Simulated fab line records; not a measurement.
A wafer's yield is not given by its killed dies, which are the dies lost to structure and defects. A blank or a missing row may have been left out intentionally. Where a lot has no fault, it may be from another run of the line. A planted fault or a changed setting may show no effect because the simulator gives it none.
fab line records	flow nand_harc
record lots=15	wafers=43	last_day=24
route steps=1159 shown A_ZERO_WELL@403 A_ONON_D1@424 END@1159
lots that met no fault: from a run of the same line without faults
start_h: start of the lot's first displayed wafer, in hours after the record's first day	wait_h: hours elapsed since this lot's preceding step	" as in the row above	L1.1+2: one row covering several wafers at once	- no value, or no start given	* or withheld: withheld	< > ~ a bound
route shown NAME@n: NAME is a module with steps in the file, n the number in the route of the first one	usual: mean and standard deviation over wafers with no fault	same: alike in all rows	chamber/n: place in a boat	sites: the reading at each site	_std_site: standard deviation of those values	_edge_site: inner sites' mean taken away from outer sites' mean	radius_mm: how far each site lies from the wafer's centre	mask NAME#n: copy n	behind: tool/chamber where the wafer was last shaped	hold: reason for holding the lot/hours on hold/outcome of the hold	device: transistor that didn't switch, given as n, p or np	end of line: the route-end tests of the same wafers	where a step has no rows: the recipe by itself	killed: at the first sort, the dies lost to defects and structure; wafer yield is something else	map: a wafer's dies, marking killed ones x, the rest . and places with no die _
set.NAME: the run value of the setting; set.NAME@STEP: its run value at that earlier step	model.NAME: the simulator's own value behind a step, which no gauge read
a sample of lots followed through the steps of the route, with each step as a table and each wafer as a row
services: the hour from which a tool's chamber was out of use, counted from the record's first day as start_h (under 0 if before that day), plus the number of hours and why
## steps
# step NHARC_A_ZERO_WELL_DESCUM_12
# recipe time_s=3	o2_flow_sccm=200	ar_flow_sccm=0	bias_power_w=0	chemistry=O2
# usual chamber_pressure_mTorr=60.00/0.051	drypump_motor_current_A=5.8/0.32	oes_product_au=0.998/0.012	rf_vpp_V=57.7/0.88	showerhead_plenum_p_Torr=1.90/0.088	throttle_valve_pct=11.311/0.0091
lot.wafer	tool	chamber	start_h	wait_h	chamber_pressure_mTorr	drypump_motor_current_A	oes_product_au	rf_hours_counter_h	rf_vpp_V	showerhead_plenum_p_Torr	throttle_valve_pct
L680.3	rie_diel-04	1	139.35	-	59.95	5.9	0.987	2	57.7	1.83	11.308
L680.6	"	1	"	"	60.03	5.9	0.996	-	58.6	1.83	11.328
L680.5	"	2	"	"	60.09	5.7	0.974	-	58.5	2.06	11.308
L679.3	rie_diel-09	0	145.03	-	60.07	5.3	0.983	6	58.3	2.02	11.314
L679.4	"	1	"	"	60.03	6.3	1.007	6	57.6	1.95	11.309
L679.6	"	2	"	"	59.96	5.5	0.994	-	56.0	1.92	11.305
L681.1	rie_diel-04	1	150.17	-	60.01	5.9	0.989	2	58.4	1.83	11.304
L681.2	"	2	"	"	60.08	5.8	0.980	2	59.1	2.06	11.327
L681.5	"	0	"	"	60.02	5.9	1.003	-	58.6	1.88	11.317
L682.3	rie_diel-04	2	150.68	-	59.99	5.8	0.985	2	58.5	2.06	11.307
L682.2	"	0	"	"	60.06	5.8	0.999	3	57.2	1.88	11.315
L682.4	"	1	"	"	59.98	5.9	0.992	2	57.6	1.83	11.317
L684.1	rie_diel-04	0	156.59	-	59.94	5.9	0.997	3	57.7	1.88	11.307
L684.5	"	0	"	"	60.00	5.9	0.999	-	59.1	1.88	11.325
L684.6	"	1	"	"	60.00	5.9	0.988	-	56.6	1.83	11.299
L683.2	rie_diel-11	0	157.62	-	60.00	5.7	0.989	9	57.6	1.94	11.305
L683.4	"	1	"	"	59.99	5.7	0.983	9	57.9	1.86	11.317
L683.5	"	0	"	"	59.97	5.8	0.999	-	57.1	1.94	11.305
L685.3	rie_diel-04	3	170.63	-	60.02	5.8	1.006	3	57.6	1.80	11.316
L685.2	"	0	"	"	60.03	5.9	1.003	3	57.8	1.88	11.293
L685.1	"	1	"	"	60.00	5.9	0.985	3	57.1	1.82	11.311
L686.1	rie_diel-09	0	184.93	-	60.06	5.4	0.982	10	57.7	2.01	11.314
L686.3	"	2	"	"	59.91	5.5	1.004	9	58.7	1.92	11.320
L686.6	"	0	"	"	60.02	5.4	0.988	-	58.6	2.01	11.330
L690.2	rie_diel-04	3	215.50	-	60.08	5.8	1.033	7	56.6	1.80	11.310
L690.6	"	3	"	"	59.99	5.8	1.022	-	57.9	1.80	11.304
L692.3	rie_diel-04	0	220.80	-	59.91	5.9	1.006	8	57.7	1.88	11.318
L692.5	"	2	"	"	60.00	5.8	1.003	-	58.3	2.06	11.307
L692.6	"	3	"	"	60.05	5.8	1.009	-	57.0	1.80	11.301
L695.2	rie_diel-04	1	229.12	-	60.04	5.9	1.001	8	58.3	1.82	11.297
L695.6	"	2	"	"	59.90	5.8	0.999	-	58.1	2.06	11.319
L699.2	rie_diel-04	3	244.60	-	59.97	5.8	1.002	9	56.7	1.80	11.309
L699.1	"	0	"	"	59.99	5.9	1.000	10	57.9	1.88	11.314
L699.3	"	1	"	"	59.97	5.9	0.995	9	55.8	1.82	11.307
L698.3	rie_diel-09	3	246.09	-	60.03	5.8	1.007	17	58.3	1.82	11.298
L698.5	"	1	"	"	60.08	6.3	0.984	-	57.7	1.95	11.316
L698.4	"	0	"	"	60.00	5.4	1.004	-	58.1	2.01	11.315
L700.2	rie_diel-04	1	258.32	-	59.99	5.9	0.996	11	56.5	1.82	11.321
L700.4	"	2	"	"	60.09	5.7	0.980	10	59.8	2.06	11.301
L700.6	"	3	"	"	60.05	5.8	0.997	-	59.7	1.80	11.320
L701.2	rie_diel-04	1	258.65	-	60.01	5.9	0.996	11	56.1	1.82	11.318
L701.4	"	3	"	"	60.02	5.8	0.996	10	56.9	1.80	11.321
L701.3	"	0	"	"	60.01	5.8	1.007	11	59.3	1.88	11.311
# step NHARC_A_ONON_D1_DEP_00
# recipe target_thk_a=10000	n2_flow_sccm=2750	n2o_flow_sccm=2000	nh3_flow_sccm=500	sih4_flow_sccm=210	temp_c=400
# usual susceptor_temp_C=399.98/0.18
lot.wafer	tool	chamber	start_h	wait_h	susceptor_temp_C
L680.3	pecvd_onon-02	0	161.09	0.2	399.97
L680.5	"	0	"	"	400.35
L680.6	"	0	"	"	400.20
L681.1	pecvd_onon-01	0	169.07	0.1	400.08
L681.2	"	0	"	"	400.11
L681.5	"	0	"	"	399.97
L682.2	pecvd_onon-02	0	169.12	0.1	399.94
L682.3	"	0	"	"	399.95
L682.4	"	0	"	"	400.11
L679.3	pecvd_onon-03	0	169.18	0.2	400.37
L679.4	"	0	"	"	399.85
L679.6	"	0	"	"	399.74
L684.1	pecvd_onon-01	0	178.90	0.1	400.01
L684.5	"	0	"	"	399.82
L684.6	"	0	"	"	400.03
L683.2	pecvd_onon-03	0	178.96	0.1	399.85
L683.4	"	0	"	"	399.73
L683.5	"	0	"	"	399.81
L685.1	pecvd_onon-03	0	195.72	0.1	400.14
L685.2	"	0	"	"	399.50
L685.3	"	0	"	"	400.01
L686.1	pecvd_onon-03	0	211.66	0.1	400.26
L686.3	"	0	"	"	400.12
L686.6	"	0	"	"	400.05
L690.2	pecvd_onon-03	0	234.30	0.1	399.75
L690.6	"	0	"	"	399.95
L692.3	pecvd_onon-03	0	242.72	0.2	399.83
L692.5	"	0	"	"	400.29
L692.6	"	0	"	"	400.23
L695.2	pecvd_onon-03	0	251.08	0.1	400.19
L695.6	"	0	"	"	399.98
L699.1	pecvd_onon-02	0	270.13	0.1	399.56
L699.2	"	0	"	"	399.99
L699.3	"	0	"	"	399.60
L698.3	pecvd_onon-01	0	270.25	0.2	400.12
L698.4	"	0	"	"	400.04
L698.5	"	0	"	"	399.86
L701.2	pecvd_onon-01	0	280.06	0.1	400.05
L701.3	"	0	"	"	400.04
L701.4	"	0	"	"	399.67
L700.2	pecvd_onon-02	0	280.40	0.4	400.01
L700.4	"	0	"	"	400.01
L700.6	"	0	"	"	399.91
# step NHARC_A_ONON_D1_THK_MEAS_02
# recipe thk_meas_gauge=ellipsometry
# usual thk_nm=1003/11
lot.wafer	tool	chamber	start_h	wait_h	thk_nm
L680.3	film_metro-01	-	161.49	-	987
L680.5	"	-	"	"	986
L680.6	"	-	"	"	986
L679.3	film_metro-01	-	169.57	-	1000
L679.4	"	-	"	"	999
L679.6	"	-	"	"	1000
L682.2	film_metro-02	-	169.58	-	1019
L682.3	"	-	"	"	1019
L682.4	"	-	"	"	1020
L681.1	film_metro-01	-	169.58	-	1023
L681.2	"	-	"	"	1023
L681.5	"	-	"	"	1024
L683.2	film_metro-01	-	179.41	-	1007
L683.4	"	-	"	"	1006
L683.5	"	-	"	"	1007
L684.1	film_metro-02	-	179.41	-	1013
L684.5	"	-	"	"	1012
L684.6	"	-	"	"	1013
L685.1	film_metro-02	-	196.23	-	981
L685.2	"	-	"	"	982
L685.3	"	-	"	"	981
L686.1	film_metro-01	-	212.17	-	988
L686.3	"	-	"	"	988
L686.6	"	-	"	"	989
L690.2	film_metro-02	-	234.75	-	1470
L690.6	"	-	"	"	1009
L692.3	film_metro-02	-	243.12	-	1477
L692.5	"	-	"	"	1016
L692.6	"	-	"	"	1015
L695.2	film_metro-02	-	251.53	-	1461
L695.6	"	-	"	"	998
L699.1	film_metro-01	-	270.64	-	998
L699.2	"	-	"	"	998
L699.3	"	-	"	"	995
L698.3	film_metro-02	-	270.64	-	998
L698.4	"	-	"	"	996
L698.5	"	-	"	"	996
L701.2	film_metro-02	-	280.51	-	1005
L701.3	"	-	"	"	1005
L701.4	"	-	"	"	1006
L700.2	film_metro-01	-	280.86	-	997
L700.4	"	-	"	"	995
L700.6	"	-	"	"	996
# step NHARC_END_SORT_01
# recipe temp_c=25
# usual killed_at_array=27/10	killed_at_other=0.6/0.96	killed_at_periphery=3.4/2.7	killed_dies=31/10	killed_open=2.9/1.8	killed_short=1.8/1.4
# same gross_dies=677
lot.wafer	tool	chamber	start_h	wait_h	killed_at_array	killed_at_other	killed_at_periphery	killed_dies	killed_open	killed_short
L682.2	prober-01	0	450.33	2.8	31	0	4	35	1	3
L682.3	prober-01	0	451.13	3.1	25	1	3	29	1	2
L682.4	prober-01	0	451.93	3.4	33	0	1	34	4	4
L680.3	prober-02	0	458.76	3.1	22	2	0	24	2	4
L680.5	prober-02	0	460.34	3.7	30	1	5	36	3	0
L680.6	prober-02	0	461.13	3.9	22	1	4	27	2	2
L679.3	prober-01	0	458.94	3.1	14	1	5	20	1	0
L679.4	prober-01	0	459.74	3.4	14	0	6	20	2	3
L679.6	prober-01	0	461.35	4.0	15	0	4	19	4	1
L684.1	prober-01	0	465.11	2.5	10	1	5	16	2	1
L684.5	prober-01	0	468.33	3.7	17	0	11	28	3	1
L684.6	prober-01	0	469.14	4.0	15	1	4	20	3	4
L683.2	prober-02	0	465.68	2.8	15	2	1	18	1	0
L683.4	prober-02	0	467.28	3.4	21	0	2	23	4	1
L683.5	prober-02	0	468.08	3.7	25	3	1	29	3	2
L681.1	prober-02	0	472.70	2.5	25	3	7	35	2	4
L681.2	prober-02	0	473.49	2.8	24	0	5	29	1	1
L681.5	prober-02	0	475.87	3.7	20	0	5	25	1	3
L685.1	prober-01	0	472.96	2.5	32	0	2	34	2	3
L685.2	prober-01	0	473.76	2.8	34	0	1	35	1	0
L685.3	prober-01	0	474.55	3.1	47	0	4	51	3	1
L686.1	prober-01	0	501.27	2.5	35	0	2	37	1	1
L686.3	prober-01	0	502.85	3.1	35	0	7	42	5	2
L686.6	prober-01	0	505.22	3.9	35	0	9	44	7	0
L690.2	prober-02	0	518.19	2.8	675	0	2	677	3	1
L690.6	prober-02	0	521.41	4.0	41	0	1	42	3	1
L692.3	prober-01	0	518.99	3.1	674	1	2	677	3	1
L692.5	prober-01	0	520.60	3.7	23	0	1	24	3	2
L692.6	prober-01	0	521.41	4.0	23	2	0	25	1	0
L695.2	prober-02	0	532.13	2.8	676	0	1	677	2	5
L695.6	prober-02	0	535.29	3.9	18	1	0	19	4	4
L699.1	prober-02	0	563.61	2.5	35	1	3	39	1	2
L699.2	prober-02	0	564.41	2.8	28	0	5	33	4	1
L699.3	prober-02	0	565.21	3.1	31	0	1	32	2	1
L698.3	prober-02	0	572.99	3.1	35	0	4	39	4	2
L698.4	prober-02	0	573.78	3.4	28	0	0	28	1	0
L698.5	prober-02	0	574.58	3.7	37	1	2	40	1	4
L700.2	prober-01	0	576.45	2.8	33	0	4	37	3	2
L700.4	prober-01	0	578.05	3.4	47	0	2	49	2	1
L700.6	prober-01	0	579.64	4.0	39	1	7	47	3	2
L701.2	prober-02	0	579.92	2.8	30	0	6	36	3	2
L701.3	prober-02	0	580.71	3.1	30	1	6	37	5	1
L701.4	prober-02	0	581.50	3.4	35	1	4	40	3	0
# killed by level:class
L682.2 A_SLIT:chamber_film_flake=13 A_CHANNEL_HOLE_D1:chamber_film_flake=12 P_STI:chamber_film_flake=2 A_CONTACT:chamber_film_flake=2 P_M2:geometric_particle:short=1 A_CHANNEL_FILL_D1:geometric_particle:short=1 A_WL_FILL:geometric_particle:open=1 A_WL_FILL:geometric_particle:short=1
L682.3 A_SLIT:chamber_film_flake=11 A_CHANNEL_HOLE_D1:chamber_film_flake=8 P_STI:chamber_film_flake=3 A_CONTACT:chamber_film_flake=3 A_CONTACT:geometric_particle:short=2 A_CONTACT:geometric_particle:open=1 THIN_TSV:chamber_film_flake=1
L682.4 A_CHANNEL_HOLE_D1:chamber_film_flake=14 A_SLIT:chamber_film_flake=11 A_CONTACT:geometric_particle:short=2 A_CONTACT:geometric_particle:open=2 P_CONTACT:geometric_particle:open=1 A_SOURCE_PLATE:geometric_particle:short=1 A_CHANNEL_FILL_D1:geometric_particle:short=1 A_M0:geometric_particle:open=1
L680.3 A_CHANNEL_HOLE_D1:chamber_film_flake=9 A_SLIT:chamber_film_flake=5 A_STAIRCASE:chamber_film_flake=2 A_SOURCE_PLATE:geometric_particle:short=1 A_ONON_D1:geometric_particle:short=1 A_SGD_CUT:geometric_particle:short=1 A_WL_FILL:geometric_particle:short=1 A_CONTACT:geometric_particle:open=1
L679.3 A_CONTACT:chamber_film_flake=7 A_WL_FILL:chamber_film_flake=3 P_M0:chamber_film_flake=2 P_M0:geometric_particle:open=1 P_STI:chamber_film_flake=1 P_GATE:chamber_film_flake=1 A_CHANNEL_HOLE_D1:chamber_film_flake=1 A_CHANNEL_FILL_D1:chamber_film_flake=1
L679.4 A_CONTACT:chamber_film_flake=5 P_GATE:chamber_film_flake=3 P_M0:geometric_particle:open=1 A_SOURCE_PLATE:geometric_particle:short=1 A_CHANNEL_FILL_D1:geometric_particle:open=1 A_CHANNEL_FILL_D1:geometric_particle:short=1 A_CONTACT:geometric_particle:short=1 P_STI:chamber_film_flake=1
L680.5 A_SLIT:chamber_film_flake=9 A_CHANNEL_HOLE_D1:chamber_film_flake=8 A_CHANNEL_FILL_D1:chamber_film_flake=4 P_ZERO_WELL:chamber_film_flake=2 A_ZERO_WELL:chamber_film_flake=2 A_STAIRCASE:chamber_film_flake=2 A_WL_FILL:chamber_film_flake=2 A_CONTACT:chamber_film_flake=2
L680.6 A_SLIT:chamber_film_flake=7 A_CHANNEL_HOLE_D1:chamber_film_flake=6 A_STAIRCASE:chamber_film_flake=4 A_CHANNEL_FILL_D1:geometric_particle:short=2 P_GATE:chamber_film_flake=2 P_GATE:geometric_particle:open=1 P_CONTACT:geometric_particle:open=1 A_CHANNEL_FILL_D1:chamber_film_flake=1
L679.6 A_CHANNEL_HOLE_D1:chamber_film_flake=4 A_STAIRCASE:chamber_film_flake=4 A_CHANNEL_FILL_D1:geometric_particle:open=2 P_STI:chamber_film_flake=2 A_CONTACT:chamber_film_flake=2 P_CONTACT:geometric_particle:short=1 P_M0:geometric_particle:open=1 A_M0:geometric_particle:open=1
L684.1 A_CHANNEL_HOLE_D1:chamber_film_flake=6 P_CONTACT:chamber_film_flake=3 A_CONTACT:chamber_film_flake=2 P_M0:geometric_particle:short=1 A_CHANNEL_FILL_D1:geometric_particle:open=1 A_STAIRCASE:geometric_particle:open=1 P_ZERO_WELL:chamber_film_flake=1 THIN_TSV:chamber_film_flake=1
L683.2 A_CHANNEL_HOLE_D1:chamber_film_flake=9 A_STAIRCASE:chamber_film_flake=3 A_CONTACT:chamber_film_flake=2 THIN_TSV:chamber_film_flake=2 P_GATE:geometric_particle:open=1 A_SLIT:chamber_film_flake=1
L683.4 A_CHANNEL_HOLE_D1:chamber_film_flake=11 A_STAIRCASE:chamber_film_flake=4 A_CONTACT:chamber_film_flake=3 A_CONTACT:geometric_particle:open=2 P_CONTACT:geometric_particle:open=1 P_M0:geometric_particle:short=1 A_BLC:geometric_particle:open=1
L683.5 A_CHANNEL_HOLE_D1:chamber_film_flake=12 A_CONTACT:chamber_film_flake=5 THIN_TSV:chamber_film_flake=3 A_STAIRCASE:chamber_film_flake=2 A_CHANNEL_HOLE_D1:geometric_particle:open=1 A_CHANNEL_FILL_D1:geometric_particle:open=1 A_WL_FILL:geometric_particle:short=1 A_CONTACT:geometric_particle:short=1
L684.5 P_CONTACT:chamber_film_flake=7 A_CHANNEL_HOLE_D1:chamber_film_flake=5 P_ZERO_WELL:chamber_film_flake=3 A_STAIRCASE:chamber_film_flake=3 A_CONTACT:chamber_film_flake=3 A_CONTACT:geometric_particle:open=2 A_SOURCE_PLATE:geometric_particle:short=1 A_ONON_D1:geometric_particle:open=1
L684.6 A_CHANNEL_HOLE_D1:chamber_film_flake=5 P_CONTACT:chamber_film_flake=3 P_M0:geometric_particle:open=1 A_SOURCE_PLATE:geometric_particle:short=1 A_ONON_D1:geometric_particle:short=1 A_CHANNEL_FILL_D1:geometric_particle:short=1 A_CHANNEL_FILL_D1:geometric_particle:open=1 A_WL_FILL:geometric_particle:short=1
L681.1 A_CONTACT:chamber_film_flake=11 A_SLIT:chamber_film_flake=5 P_STI:chamber_film_flake=3 A_STAIRCASE:chamber_film_flake=3 P_M0:geometric_particle:short=2 STARTING-WAFER:geometric_particle:short=2 A_CHANNEL_HOLE_D1:chamber_film_flake=2 A_CHANNEL_FILL_D1:chamber_film_flake=2
L685.1 A_CHANNEL_HOLE_D1:chamber_film_flake=9 A_SLIT:chamber_film_flake=9 A_BLC:chamber_film_flake=5 A_STAIRCASE:chamber_film_flake=3 P_M0:geometric_particle:short=1 A_ONON_D1:geometric_particle:short=1 A_WL_FILL:geometric_particle:open=1 A_CONTACT:geometric_particle:open=1
L681.2 A_SLIT:chamber_film_flake=10 A_CHANNEL_FILL_D1:chamber_film_flake=4 A_STAIRCASE:chamber_film_flake=4 P_ZERO_WELL:chamber_film_flake=2 P_GATE:chamber_film_flake=2 A_CONTACT:chamber_film_flake=2 A_CHANNEL_FILL_D1:geometric_particle:short=1 A_CONTACT:geometric_particle:open=1
L685.2 A_SLIT:chamber_film_flake=17 A_CHANNEL_HOLE_D1:chamber_film_flake=6 A_STAIRCASE:chamber_film_flake=4 A_ZERO_WELL:chamber_film_flake=2 A_WL_FILL:chamber_film_flake=2 A_BLC:chamber_film_flake=2 P_STI:geometric_particle:open=1 A_CONTACT:chamber_film_flake=1
L685.3 A_CHANNEL_HOLE_D1:chamber_film_flake=19 A_SLIT:chamber_film_flake=10 A_WL_FILL:chamber_film_flake=6 A_BLC:chamber_film_flake=4 A_STAIRCASE:chamber_film_flake=4 A_ZERO_WELL:chamber_film_flake=2 P_CONTACT:geometric_particle:open=1 P_M1:geometric_particle:short=1
L681.5 A_SLIT:chamber_film_flake=14 A_CONTACT:chamber_film_flake=4 A_CHANNEL_HOLE_D1:chamber_film_flake=2 P_GATE:geometric_particle:short=1 P_M0:geometric_particle:short=1 P_M1:geometric_particle:open=1 P_M1:geometric_particle:short=1 P_STI:chamber_film_flake=1
L686.1 A_SLIT:chamber_film_flake=18 A_CHANNEL_HOLE_D1:chamber_film_flake=6 A_STAIRCASE:chamber_film_flake=6 A_CONTACT:chamber_film_flake=3 A_WL_FILL:geometric_particle:short=1 A_CONTACT:geometric_particle:open=1 P_ZERO_WELL:chamber_film_flake=1 P_GATE:chamber_film_flake=1
L686.3 A_SLIT:chamber_film_flake=10 A_CHANNEL_HOLE_D1:chamber_film_flake=9 A_STAIRCASE:chamber_film_flake=6 A_CONTACT:chamber_film_flake=4 P_GATE:chamber_film_flake=3 P_M1:geometric_particle:open=1 P_M2:geometric_particle:short=1 A_ONON_D1:geometric_particle:open=1
L686.6 A_CHANNEL_HOLE_D1:chamber_film_flake=16 A_SLIT:chamber_film_flake=9 A_STAIRCASE:chamber_film_flake=7 P_CONTACT:geometric_particle:open=2 P_M0:geometric_particle:open=2 P_GATE:chamber_film_flake=2 P_STI:geometric_particle:open=1 P_M2:geometric_particle:open=1
L690.2 A_ONON_D1:area_dep=649 A_SLIT:chamber_film_flake=10 A_CHANNEL_HOLE_D1:chamber_film_flake=4 A_STAIRCASE:chamber_film_flake=4 A_CONTACT:chamber_film_flake=4 P_CONTACT:geometric_particle:short=1 A_WL_FILL:geometric_particle:open=1 A_CONTACT:geometric_particle:open=1
L692.3 A_ONON_D1:area_dep=655 A_CHANNEL_HOLE_D1:chamber_film_flake=7 A_CONTACT:chamber_film_flake=6 A_ONON_D1:geometric_particle:open=1 A_CHANNEL_FILL_D1:geometric_particle:open=1 A_WL_FILL:geometric_particle:short=1 A_CONTACT:geometric_particle:open=1 P_ZERO_WELL:chamber_film_flake=1
L692.5 A_CONTACT:chamber_film_flake=8 A_CHANNEL_HOLE_D1:chamber_film_flake=5 A_STAIRCASE:chamber_film_flake=4 A_ONON_D1:geometric_particle:open=1 A_CONTACT:geometric_particle:open=1 A_BLC:geometric_particle:short=1 A_M1:geometric_particle:open=1 A_M1:geometric_particle:short=1
L690.6 A_SLIT:chamber_film_flake=18 A_STAIRCASE:chamber_film_flake=7 A_CHANNEL_HOLE_D1:chamber_film_flake=6 A_CONTACT:chamber_film_flake=6 P_M0:geometric_particle:short=1 A_SOURCE_PLATE:geometric_particle:open=1 A_CHANNEL_FILL_D1:geometric_particle:open=1 A_CONTACT:geometric_particle:open=1
L692.6 A_CONTACT:chamber_film_flake=15 A_CHANNEL_HOLE_D1:chamber_film_flake=6 THIN_TSV:chamber_film_flake=2 A_SGD_CUT:geometric_particle:open=1 A_STAIRCASE:chamber_film_flake=1
L695.2 A_ONON_D1:area_dep=661 A_CHANNEL_HOLE_D1:chamber_film_flake=3 A_ONON_D1:geometric_particle:short=2 A_STAIRCASE:chamber_film_flake=2 A_CONTACT:chamber_film_flake=2 A_CHANNEL_HOLE_D1:geometric_particle:short=1 A_SGD_CUT:geometric_particle:short=1 A_SGD_CUT:geometric_particle:open=1
L695.6 A_CONTACT:chamber_film_flake=6 A_CHANNEL_HOLE_D1:chamber_film_flake=5 A_CHANNEL_FILL_D1:geometric_particle:open=2 A_SOURCE_PLATE:geometric_particle:short=1 A_SGD_CUT:geometric_particle:short=1 A_M0:geometric_particle:open=1 A_M1:geometric_particle:short=1 A_BONDPAD:geometric_particle:open=1
L699.1 A_SLIT:chamber_film_flake=23 A_STAIRCASE:chamber_film_flake=6 P_GATE:chamber_film_flake=2 A_CHANNEL_HOLE_D1:chamber_film_flake=2 A_SGD_CUT:chamber_film_flake=2 P_M0:geometric_particle:open=1 A_SOURCE_PLATE:geometric_particle:short=1 A_WL_FILL:geometric_particle:short=1
L699.2 A_SLIT:chamber_film_flake=15 A_CHANNEL_HOLE_D1:chamber_film_flake=7 A_STAIRCASE:chamber_film_flake=2 P_STI:geometric_particle:open=1 P_GATE:geometric_particle:open=1 P_M0:geometric_particle:short=1 A_ONON_D1:geometric_particle:open=1 A_M0:geometric_particle:open=1
L699.3 A_SLIT:chamber_film_flake=22 A_M1:chamber_film_flake=2 P_M1:geometric_particle:open=1 A_CHANNEL_HOLE_D1:geometric_particle:short=1 A_M1:geometric_particle:open=1 A_CHANNEL_HOLE_D1:chamber_film_flake=1 A_STAIRCASE:chamber_film_flake=1 A_SGD_CUT:chamber_film_flake=1
L698.3 A_CHANNEL_HOLE_D1:chamber_film_flake=21 A_SGD_CUT:chamber_film_flake=4 A_CONTACT:chamber_film_flake=3 P_CONTACT:geometric_particle:open=2 A_WL_FILL:chamber_film_flake=2 P_M0:geometric_particle:short=1 A_ONON_D1:geometric_particle:open=1 A_SGD_CUT:geometric_particle:short=1
L698.4 A_CHANNEL_HOLE_D1:chamber_film_flake=16 A_CONTACT:chamber_film_flake=4 A_SGD_CUT:chamber_film_flake=3 A_SLIT:chamber_film_flake=2 A_WL_FILL:chamber_film_flake=2 A_CHANNEL_HOLE_D1:geometric_particle:open=1
L698.5 A_CHANNEL_HOLE_D1:chamber_film_flake=22 A_CONTACT:chamber_film_flake=6 A_WL_FILL:chamber_film_flake=4 A_SGD_CUT:chamber_film_flake=2 P_CONTACT:geometric_particle:open=1 P_M0:geometric_particle:short=1 A_CHANNEL_FILL_D1:geometric_particle:short=1 A_CONTACT:geometric_particle:short=1
L700.2 A_SLIT:chamber_film_flake=16 A_CHANNEL_HOLE_D1:chamber_film_flake=6 A_CONTACT:chamber_film_flake=4 A_WL_FILL:chamber_film_flake=3 A_CONTACT:geometric_particle:open=2 P_STI:chamber_film_flake=2 P_CONTACT:geometric_particle:short=1 P_M0:geometric_particle:open=1
L700.4 A_SLIT:chamber_film_flake=19 A_CHANNEL_HOLE_D1:chamber_film_flake=10 A_CONTACT:chamber_film_flake=8 A_STAIRCASE:chamber_film_flake=2 A_WL_FILL:chamber_film_flake=2 A_ONON_D1:geometric_particle:short=1 A_SGD_CUT:geometric_particle:open=1 A_CONTACT:geometric_particle:open=1
L700.6 A_SLIT:chamber_film_flake=22 A_CHANNEL_HOLE_D1:chamber_film_flake=8 A_STAIRCASE:chamber_film_flake=3 P_STI:chamber_film_flake=2 P_BONDPAD:chamber_film_flake=2 P_GATE:geometric_particle:open=1 A_SOURCE_PLATE:geometric_particle:open=1 A_SOURCE_PLATE:geometric_particle:short=1
L701.2 A_CHANNEL_HOLE_D1:chamber_film_flake=19 P_BONDPAD:chamber_film_flake=4 A_CONTACT:chamber_film_flake=4 P_ZERO_WELL:chamber_film_flake=2 A_ONON_D1:geometric_particle:open=1 A_CHANNEL_FILL_D1:geometric_particle:open=1 A_CHANNEL_FILL_D1:geometric_particle:short=1 A_WL_FILL:geometric_particle:short=1
L701.3 A_CHANNEL_HOLE_D1:chamber_film_flake=15 A_CONTACT:chamber_film_flake=8 A_CHANNEL_FILL_D1:geometric_particle:open=2 P_M0:chamber_film_flake=2 P_BONDPAD:chamber_film_flake=2 P_CONTACT:geometric_particle:short=1 A_CONTACT:geometric_particle:open=1 A_M0:geometric_particle:open=1
L701.4 A_CHANNEL_HOLE_D1:chamber_film_flake=24 A_CONTACT:chamber_film_flake=7 P_CONTACT:geometric_particle:open=2 A_SLIT:chamber_film_flake=2 A_CONTACT:geometric_particle:open=1 P_M0:chamber_film_flake=1 P_BONDPAD:chamber_film_flake=1 A_BONDPAD:chamber_film_flake=1
## services
tool	chamber	start_h	hours	kind
rie_diel-09	0	118.98	2.1	repair
rie_diel-04	0	120.90	-	clean
rie_diel-04	1	120.90	-	clean
rie_diel-04	2	120.90	-	clean
rie_diel-04	3	120.90	-	clean
pecvd_onon-03	-	121.42	3.7	repair
rie_diel-04	0	145.40	-	clean
rie_diel-04	1	145.40	-	clean
rie_diel-04	2	145.40	-	clean
rie_diel-04	3	145.40	-	clean
pecvd_onon-03	-	153.00	13.0	pm
rie_diel-09	2	160.21	12.4	repair
rie_diel-04	0	169.90	-	clean
rie_diel-04	1	169.90	-	clean
rie_diel-04	2	169.90	-	clean
rie_diel-04	3	169.90	-	clean
rie_diel-09	2	189.14	6.2	repair
rie_diel-11	-	189.60	9.0	pm
rie_diel-09	1	193.55	7.7	repair
pecvd_onon-01	-	195.00	13.0	pm
rie_diel-09	2	229.40	19.4	repair
rie_diel-11	3	234.44	5.8	repair
rie_diel-09	-	254.10	9.0	pm
rie_diel-11	3	273.19	3.5	repair
## key
first_sign step=NHARC_A_ONON_D1_THK_MEAS_02	reading=thk_nm	direction=up	sigmas=44	usual=1003	struck=1469
effect step=NHARC_END_SORT_01	reading=killed_dies	direction=up	sigmas=65	usual=31	struck=677
more_kills_born_at NHARC_A_ONON_D1_DEP_00@pecvd_onon-03=1965
met_at NHARC_A_ONON_D1_DEP_00
struck_lots L690,L692,L695
struck_wafers L690.2,L692.3,L695.2
later_rows_left_out L690.2,L692.3,L695.2
tester_left_out L690,L692,L695
not_acting_at NHARC_A_ZERO_WELL_DESCUM_12
onset_between 211.66 234.30
fault kind=process_parameter_drift	tool=pecvd_onon-03	chamber=-	onset_h=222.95	steps=NHARC_A_ONON_D1_DEP_00	channel=target_thk_a	offset=*	shape=step	end_h=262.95	scope=struck_wafers_only	acts_in=*	stated=*
# tester_left_out: of these lots the tester's yield and bins aren't shown, on N5 and GAA mostly nor the transistor test; their killed dies are dies lost to structure and defects alone, not to doping, threshold or leakage, so they don't give the yield
# later_rows_left_out: the simulator's readings of these wafers behind a module that went badly wrong aren't trusted and aren't shown, but for the sort
